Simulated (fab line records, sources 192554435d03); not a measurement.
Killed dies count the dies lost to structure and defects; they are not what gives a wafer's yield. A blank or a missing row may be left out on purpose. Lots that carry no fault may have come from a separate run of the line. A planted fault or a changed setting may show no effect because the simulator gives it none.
Struck lot and sound lot, side by side || flow n5 finfet || 20 steps out of a route of 1938
Sound: wafers L293.1, L293.2, L293.5. Struck: wafer L299.6; the same lot's L299.5 was not struck, so it is left out; see the end for the cause.
Per side, at each step with rows, come the tool, then ch with its chambers, and then its first start. Under that, the readings that differ: sound wafers || struck wafers || difference of the means || sigmas: that difference in standard deviations of wafers without a fault.
alike: words and numbers the same on both sides, and readings whose means are apart by under 2 such deviations; not compared: readings that were withheld, readings missing a value for some wafer, numbers with overlapping values and no deviation given by the record, and bounds like >300 which may hide the same value.
A row with sigmas, a row that says differs or no value, or rows on one side alone: a step with any of these is where the two part. Numbers that don't overlap but have no deviation are shown without sigmas and don't part them. Lack of a reading on every wafer of one side parts them only where that side has two or more wafers.

N5_ZERO_LAYER_CD_MEAS_11: the cd target is 2000 nm.
  sound on cd sem-01 ch 0, day 3 00:46; struck on cd sem-01 ch 0, day 4 12:46
  alike: cd nm
N5_ZERO_LAYER_DESCUM_16: chemistry O2, time 7.9 s.
  sound on rie diel-01 ch 0,2, day 3 00:49; struck on rie diel-01 ch 2, day 4 12:49
  alike: drypump motor current A, oes product au, rf vpp V, showerhead plenum p Torr, throttle valve pct
  not compared: rf hours counter h
N5_ZERO_LAYER_ETCH_17: etches SiO2 in CF4, target depth 12 nm, time 13.3 s.
  sound on rie diel-01 ch 0,2, day 3 00:50; struck on rie diel-01 ch 2, day 4 12:52
  alike: drypump motor current A, oes product au, rf vpp V, showerhead plenum p Torr, throttle valve pct
  not compared: rf hours counter h
N5_ZERO_LAYER_ETCH_18: etches Si in HBr/Cl2, target depth 120 nm, time 40 s.
  sound on rie si-06 ch 1,2, day 3 00:55; struck on rie si-06 ch 3, day 4 12:57
{"reading": "drypump motor current A (A)", "sound": "5.9 6.1 6.1", "struck": 5.1, "difference": -0.9, "sigmas": -2}
  alike: oes product au, throttle valve pct
  not compared: rf hours counter h
N5_ZERO_LAYER_STRIP_24: strips in O2.
  sound on plasma asher-02 ch 0,1, day 3 01:01; struck on plasma asher-02 ch 1, day 4 13:04
{"reading": "strip time to endpoint s (s)", "sound": "43.69 43.77 43.75", "struck": 44.04, "difference": "+0.30", "sigmas": "+3"}
  alike: drypump motor current A, heater power w, oes product au
  not compared: rf hours counter h
then, 1 step without rows for these wafers: N5_ZERO_LAYER_STRIP_19 (strips in SPM, time 900 s).
N5_ZERO_LAYER_INSPECT_20: inspects for defects (darkfield).
  struck on defect inspect-02, day 4 13:23; sound on defect inspect-02, day 3 01:23
  alike: raw defect count
then, 5 steps without rows for these wafers: N5_WELL_APT_HMDS_01 (time 60 s); N5_WELL_APT_COAT_02 (resist thk 950 nm); N5_WELL_APT_EBR_04; N5_WELL_APT_SOFTBAKE_03 (time 60 s); N5_WELL_APT_EXPOSE_05 (exposes mask NWELL, defocus 0 nm, target cd 200 nm).
N5_WELL_APT_PEB_06: peb time 90 s.
  sound on litho track-01 ch 0, day 3 01:41; struck on litho track-01 ch 0, day 4 13:34
{"reading": "heater power total W (W)", "sound": "173.8 172.3 173.2", "struck": 177.0, "difference": "+3.9", "sigmas": "+5"}
  alike: exhaust pa
then, 2 steps without rows for these wafers: N5_WELL_APT_DEVELOP_07 (develop time 45 s); N5_WELL_APT_HARDBAKE_12 (time 120 s).
N5_WELL_APT_CD_MEAS_08: the cd target is 200 nm.
  sound on cd sem-02 ch 0, day 3 01:49; struck on cd sem-03 ch 0, day 4 13:41
  alike: cd nm
N5_WELL_APT_OVL_MEAS_09:
  sound on overlay-01 ch 0, day 3 01:50; struck on overlay-01 ch 0, day 4 13:43
  alike: NWELL_OVL
N5_WELL_APT_INSPECT_10: inspects for defects (macro).
  struck on defect inspect-02, day 4 13:45; sound on defect inspect-02, day 3 01:52
  alike: raw defect count
N5_WELL_APT_DESCUM_13: chemistry O2, time 7.9 s.
  sound on rie diel-03 ch 0,2, day 3 01:55; struck on rie diel-06 ch 1, day 4 14:29
{"reading": "model.WELL_APT.cd nm (nm)", "sound": "200.2 199 198.1", "struck": 197.6, "difference": -1.5, "sigmas": ""}
  alike: drypump motor current A, oes product au, rf vpp V, showerhead plenum p Torr, throttle valve pct
  not compared: rf hours counter h
then, 1 step without rows for these wafers: N5_WELL_APT_IMPLANT_14.

WHERE THEY PART
First at N5_ZERO_LAYER_ETCH_18; last, within this record, at N5_WELL_APT_PEB_06. Later steps at which nothing parts them and some readings are alike: N5_WELL_APT_CD_MEAS_08, N5_WELL_APT_OVL_MEAS_09, N5_WELL_APT_INSPECT_10, N5_WELL_APT_DESCUM_13.

WHY: the cause the simulator had injected
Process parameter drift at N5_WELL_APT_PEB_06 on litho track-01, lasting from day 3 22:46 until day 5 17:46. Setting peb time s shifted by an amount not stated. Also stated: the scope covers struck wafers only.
